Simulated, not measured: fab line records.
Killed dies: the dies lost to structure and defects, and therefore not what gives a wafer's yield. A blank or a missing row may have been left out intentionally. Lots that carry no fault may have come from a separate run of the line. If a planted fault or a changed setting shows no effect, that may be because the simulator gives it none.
Matching of chambers :: flow n5Finfet :: rieDiel-02 running N5_BEOL_M1_STRIP_36: 4 sister chambers
The step strips in N2/H2. 14 wafers are shown with their chamber, then 7 later ones without.

WAFERS WITH THEIR CHAMBER
wafer: L074.1
chamber: 2
throttleValvePct (%): 23.72
drypumpMotorCurrentA (A): 6.4
showerheadPlenumPTorr (Torr): 2.60

wafer: L074.2
chamber: 3
throttleValvePct (%): 23.66
drypumpMotorCurrentA (A): 5.0
showerheadPlenumPTorr (Torr): 2.67

wafer: L074.3
chamber: 0
throttleValvePct (%): 24.21
drypumpMotorCurrentA (A): 5.3
showerheadPlenumPTorr (Torr): 2.53

wafer: L075.1
chamber: 3
throttleValvePct (%): 23.65
drypumpMotorCurrentA (A): 4.9
showerheadPlenumPTorr (Torr): 2.67

wafer: L075.2
chamber: 0
throttleValvePct (%): 24.23
drypumpMotorCurrentA (A): 5.3
showerheadPlenumPTorr (Torr): 2.53

wafer: L075.5
chamber: 0
throttleValvePct (%): 24.23
drypumpMotorCurrentA (A): 5.3
showerheadPlenumPTorr (Torr): 2.53

wafer: L077.1
chamber: 0
throttleValvePct (%): 24.23
drypumpMotorCurrentA (A): 5.3
showerheadPlenumPTorr (Torr): 2.53

wafer: L077.2
chamber: 1
throttleValvePct (%): 23.80
drypumpMotorCurrentA (A): 5.7
showerheadPlenumPTorr (Torr): 2.56

wafer: L077.5
chamber: 1
throttleValvePct (%): 23.81
drypumpMotorCurrentA (A): 5.7
showerheadPlenumPTorr (Torr): 2.56

wafer: L079.2
chamber: 3
throttleValvePct (%): 23.65
drypumpMotorCurrentA (A): 5.0
showerheadPlenumPTorr (Torr): 2.66

wafer: L079.3
chamber: 1
throttleValvePct (%): 23.82
drypumpMotorCurrentA (A): 5.7
showerheadPlenumPTorr (Torr): 2.56

wafer: L079.6
chamber: 1
throttleValvePct (%): 23.82
drypumpMotorCurrentA (A): 5.8
showerheadPlenumPTorr (Torr): 2.56

wafer: L085.2
chamber: 0
throttleValvePct (%): 24.23
drypumpMotorCurrentA (A): 5.3
showerheadPlenumPTorr (Torr): 2.52

wafer: L085.4
chamber: 1
throttleValvePct (%): 23.86
drypumpMotorCurrentA (A): 5.7
showerheadPlenumPTorr (Torr): 2.55

SIGNATURES (means of the wafers above)
reading: throttleValvePct
chamber 0: 24.2260
chamber 1: 23.8220
chamber 2: 23.7200
chamber 3: 23.6533
scatter within a chamber: 0.0157

reading: drypumpMotorCurrentA
chamber 0: 5.300
chamber 1: 5.720
chamber 2: 6.400
chamber 3: 4.967
scatter within a chamber: 0.0383

reading: showerheadPlenumPTorr
chamber 0: 2.5280
chamber 1: 2.5580
chamber 2: 2.6000
chamber 3: 2.6667
scatter within a chamber: 0.00476
Rule: a wafer's distance from a chamber is the root of the sum, over the readings, of the square of ((its reading less the chamber's mean) divided by the reading's scatter). If the next closest chamber is less than 2 further off than the closest, the wafer can't be placed; otherwise it belongs to the closest. The scatter: the root of (the sum of the squares of (reading less its chamber's mean) over the shown wafers, divided by (wafers less chambers)).

WAFERS MISSING THEIR CHAMBER
wafer: L085.5
throttleValvePct (%): 23.58
drypumpMotorCurrentA (A): 6.4
showerheadPlenumPTorr (Torr): 2.60

wafer: L089.1
throttleValvePct (%): 23.66
drypumpMotorCurrentA (A): 5.0
showerheadPlenumPTorr (Torr): 2.65

wafer: L089.5
throttleValvePct (%): 23.85
drypumpMotorCurrentA (A): 5.8
showerheadPlenumPTorr (Torr): 2.55

wafer: L089.6
throttleValvePct (%): 24.24
drypumpMotorCurrentA (A): 5.3
showerheadPlenumPTorr (Torr): 2.52

wafer: L090.1
throttleValvePct (%): 24.27
drypumpMotorCurrentA (A): 5.3
showerheadPlenumPTorr (Torr): 2.52

wafer: L090.2
throttleValvePct (%): 23.57
drypumpMotorCurrentA (A): 6.4
showerheadPlenumPTorr (Torr): 2.59

wafer: L090.5
throttleValvePct (%): 23.57
drypumpMotorCurrentA (A): 6.3
showerheadPlenumPTorr (Torr): 2.59

THE CHAMBER EACH PASSED THROUGH
wafer: L085.5
from the rows above: 2
in truth: 2

wafer: L089.1
from the rows above: 3
in truth: 3

wafer: L089.5
from the rows above: 1
in truth: 1

wafer: L089.6
from the rows above: 0
in truth: 0

wafer: L090.1
from the rows above: 0
in truth: 0

wafer: L090.2
from the rows above: 2
in truth: 2

wafer: L090.5
from the rows above: 2
in truth: 2
Correct placement for 7 of the 7. Left unplaced by these rows: 0. Number placed wrongly: 0.
